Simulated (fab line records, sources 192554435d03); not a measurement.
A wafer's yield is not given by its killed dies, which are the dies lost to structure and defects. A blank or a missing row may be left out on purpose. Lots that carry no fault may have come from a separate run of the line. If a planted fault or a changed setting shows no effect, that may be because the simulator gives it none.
Chamber matching    flow n5Finfet    3 sister chambers for N5_BEOL_M7_ILD_DEP_00 on pecvd-02
The step deposits SiCOH lowk from DEMS/porogen, target thk 179.75 nm, time 33.4 s. 3 wafers are shown with their chamber, then 7 later ones without.

WAFERS, EACH WITH ITS CHAMBER
wafer   chamber  throttleValvePct (%)
L082.2  0        14.3
L084.1  1        13.7
L084.3  2        13.3

WAFERS WITHOUT THEIR CHAMBER
wafer   throttleValvePct (%)
L084.6  14.4
L093.1  13.7
L093.2  14.3
L093.5  13.5
L097.2  13.6
L097.4  14.4
L097.6  13.4

CHAMBER TAKEN BY EACH
wafer   from the rows above      in truth
L084.6  0                        0
L093.1  1                        1
L093.2  0                        0
L093.5  can't be placed: 1 or 2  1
L097.2  can't be placed: 1 or 2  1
L097.4  0                        0
L097.6  can't be placed: 2 or 1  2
Placed correctly: 4 of 7. Cannot be placed on the basis of these rows: 3; the candidates contain the true chamber in 3. Placed wrongly: 0.
How it was worked out, from the rows above alone: a wafer's distance from a chamber is the root of the sum, over the readings, of the square of ((its reading less the chamber's mean) divided by the reading's scatter). If the next closest chamber is less than 2 further off than the closest, the wafer can't be placed; otherwise it belongs to the closest. A chamber's mean is the mean of its shown wafers. The scatter: with one shown wafer a chamber, the root of the mean of the squares of how far each hidden wafer lies from its nearest shown one.
